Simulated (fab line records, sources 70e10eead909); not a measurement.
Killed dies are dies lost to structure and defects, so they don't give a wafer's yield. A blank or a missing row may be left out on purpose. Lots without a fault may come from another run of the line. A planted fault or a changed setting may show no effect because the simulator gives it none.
Chamber matching | flow nand_harc | NHARC_A_DECK1_JOINT_ETCHBACK_00 on rie_si-05: 4 sister chambers
The step etches the open film in HBr, target depth 30 nm, time 17.4 s. 4 wafers are shown with their chamber, then 10 later ones without.

WAFERS WITH THEIR CHAMBER
wafer  | chamber | drypump_motor_current_A (A)
L086.1 | 1       | 5.8
L086.2 | 2       | 5.8
L086.4 | 0       | 6.7
L086.5 | 3       | 6.0

WAFERS WITHOUT THEIR CHAMBER
wafer  | drypump_motor_current_A (A)
L086.6 | 5.8
L087.1 | 5.7
L087.2 | 6.7
L087.6 | 6.7
L087.3 | 5.9
L087.4 | 5.8
L087.5 | 5.9
L090.1 | 5.7
L090.3 | 6.0
L090.5 | 6.0

WHICH CHAMBER EACH WENT THROUGH
wafer  | from the rows above          | in truth
L086.6 | can't be placed: 1 or 2      | 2
L087.1 | can't be placed: 1 or 2      | 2
L087.2 | 0                            | 0
L087.6 | 0                            | 0
L087.3 | can't be placed: 3 or 1 or 2 | 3
L087.4 | can't be placed: 1 or 2      | 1
L087.5 | can't be placed: 3 or 1 or 2 | 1
L090.1 | can't be placed: 1 or 2      | 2
L090.3 | 3                            | 3
L090.5 | 3                            | 3
Placed correctly: 4 of 10. Can't be placed from these rows: 6 (the true chamber is among the candidates in 6). Placed wrongly: 0.
How it was worked out, from the rows above alone: a wafer's distance from a chamber is the root of the sum, over the readings, of the square of ((its reading less the chamber's mean) divided by the reading's scatter). The wafer belongs to the nearest chamber; if the next one is less than 2 further off, it can't be placed. A chamber's mean is the mean of its shown wafers. The scatter: with one shown wafer a chamber, the root of the mean of the squares of how far each hidden wafer lies from its nearest shown one.
